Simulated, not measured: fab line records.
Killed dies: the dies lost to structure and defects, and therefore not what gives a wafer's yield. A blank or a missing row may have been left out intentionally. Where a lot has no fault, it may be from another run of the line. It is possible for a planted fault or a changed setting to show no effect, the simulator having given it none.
8D (eight disciplines) problem report, filled in by code || flow nand harc || the parts of the form that need people (team, actions taken, sign-off) are left out

1. PROBLEM STATEMENT
On 2 wafers of 1 lot, thk nm at NHARC_A_ONON_D2_THK_MEAS_02 has a mean of 648 nm; fault-free wafers read 1004 nm, standard deviation 7.1. Relative to the usual mean, that is a shift of -50 standard deviations.
The step: measures by ellipsometry.
Seen first at day 18 13:35 on film metro-02, wafer L132.3. Wafers with a number at this step in the record: 39, from 13 lots. Rule for "out" (also "out of limits"): further than 4 standard deviations from the usual mean. Any other wafer with a number is counted as sound.

2. WHAT IT IS AND WHAT IT IS NOT
{"question": "which readings at this step", "is": "thk nm", "is not": "-"}
{"question": "which lots", "is": "L132", "is not": "L118, L119, L120, L121, L124, L125, L126, L127, L130, L134, L139, L141"}
{"question": "which wafers of those lots", "is": "L132.3, L132.6", "is not": "L132.1"}
{"question": "read on which gauges", "is": "film metro-02", "is not": "film metro-01"}
{"question": "when", "is": "from day 18 13:35", "is not": "up to then (28 sound wafers); but 9 sound wafers of L134, L139, L141 came after"}

3. WHAT RULES OUT EACH SUSPECT
Counting: any tool at a process step up to the reading remains a suspect provided it ran every lot that is out. Sound lots after the first of them don't rule it out here, since some wafers of a struck lot are sound.
- the gauge at NHARC_A_ONON_D2_THK_MEAS_02 is ruled out. All the wafers that are out were read on film metro-02, but those of them that NHARC_END_SORT_01 has rows for are out there too, on other tools.
- rie si-03 at NHARC_A_CHANNEL_FILL_D1_ETCHBACK_19 (etches the open film in HBr/Cl2, target depth 5 nm, time 1.7 s): kept. L132, the lot that is out, went through it at day 16 00:08; up to then, the latest sound lot through it was L130 at day 14 18:07.
- pecvd onon-04 at NHARC_A_ONON_D2_DEP_00 (target thk 1000 nm): kept. L132, the lot that is out, went through it at day 18 13:04; up to then, the latest sound lot through it was L127 at day 16 04:35.
- Within rie si-03 at NHARC_A_CHANNEL_FILL_D1_ETCHBACK_19: the wafers that are out ran in chambers 1, 2; their sound lot-mates ran in chamber 0.
What counting leaves: rie si-03 at NHARC_A_CHANNEL_FILL_D1_ETCHBACK_19 and pecvd onon-04 at NHARC_A_ONON_D2_DEP_00.

4. THE CAUSE (what the simulator had put in)
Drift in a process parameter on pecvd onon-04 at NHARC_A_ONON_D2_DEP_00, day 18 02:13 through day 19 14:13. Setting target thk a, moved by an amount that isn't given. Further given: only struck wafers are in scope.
After counting, 2 suspects remain, this tool included.

5. SEQUENCE OF EFFECTS, ordered by route
Each row: a reading where the mean over the struck wafers with a number is more than 3 standard deviations away from the usual. Only readings whose record carries a usual standard deviation are examined. hours: median over the lots of the time between each lot's start at the first step of this table that gives one and its start at this step. sigmas: the change, counted in usual standard deviations.
{"hours": 0, "step": "NHARC_A_ONON_D2_THK_MEAS_02", "reading": "thk nm", "usual": "1004 nm", "on struck wafers": 648, "change": -356, "sigmas": -50}
{"hours": 281, "step": "NHARC_END_SORT_01", "reading": "killed at array", "usual": 55, "on struck wafers": 672, "change": "+617", "sigmas": "+32"}
{"hours": 281, "step": "NHARC_END_SORT_01", "reading": "killed dies", "usual": 60, "on struck wafers": 677, "change": "+617", "sigmas": "+31"}

6. HOW IT WOULD HAVE BEEN CAUGHT EARLIER
11 hours passed between the start of the fault at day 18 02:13 and the first reading out of limits at a measuring or inspecting step in this record, taken at day 18 13:35.
By day 18 13:35 the whole set of lots that are out, 1 in number, had already begun NHARC_A_ONON_D2_DEP_00 on pecvd onon-04. Holding the tool at that point would not have protected any of them.
